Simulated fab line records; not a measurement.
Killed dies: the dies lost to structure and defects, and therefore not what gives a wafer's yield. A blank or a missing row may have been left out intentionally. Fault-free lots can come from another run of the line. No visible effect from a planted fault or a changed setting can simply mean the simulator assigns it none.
Chamber matching :: flow n5_finfet :: rie_diel-04 running N5_BEOL_M12_ETCH_59: 4 sister chambers
The step etches BARC in N2/H2, target depth 89 nm, overetch 26.7 nm, time 67.9 s. 4 wafers are shown with their chamber, then 7 later ones without.

WAFERS WITH THEIR CHAMBER
wafer: L074.5
chamber: 0
throttle_valve_pct (%): 17.73

wafer: L079.4
chamber: 3
throttle_valve_pct (%): 18.07

wafer: L084.1
chamber: 2
throttle_valve_pct (%): 17.41

wafer: L084.2
chamber: 1
throttle_valve_pct (%): 17.89

WAFERS WITH NO CHAMBER GIVEN
wafer: L084.5
throttle_valve_pct (%): 17.40

wafer: L087.1
throttle_valve_pct (%): 17.92

wafer: L087.4
throttle_valve_pct (%): 17.41

wafer: L087.6
throttle_valve_pct (%): 17.41

wafer: L095.1
throttle_valve_pct (%): 18.12

wafer: L095.3
throttle_valve_pct (%): 17.43

wafer: L095.6
throttle_valve_pct (%): 17.95

THE CHAMBER EACH PASSED THROUGH
wafer: L084.5
from the rows above: 2
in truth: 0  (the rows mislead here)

wafer: L087.1
from the rows above: 1
in truth: 1

wafer: L087.4
from the rows above: 2
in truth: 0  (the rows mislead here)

wafer: L087.6
from the rows above: 2
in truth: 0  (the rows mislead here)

wafer: L095.1
from the rows above: 3
in truth: 3

wafer: L095.3
from the rows above: 2
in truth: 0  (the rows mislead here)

wafer: L095.6
from the rows above: can't be placed: 1 or 3
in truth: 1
Correctly placed: 2 of 7. Not placeable from these rows: 1 (in 1, the candidates include the true chamber). Number placed wrongly: 4.
How it was worked out, from the rows above alone: a wafer's distance from a chamber is the root of the sum, over the readings, of the square of ((its reading less the chamber's mean) divided by the reading's scatter). The wafer belongs to the nearest chamber; if the next one is less than 2 further off, it can't be placed. A chamber's mean is the mean of its shown wafers. The scatter (one wafer shown for each chamber): square how far every hidden wafer sits from the nearest shown wafer, average those squares and take the square root.
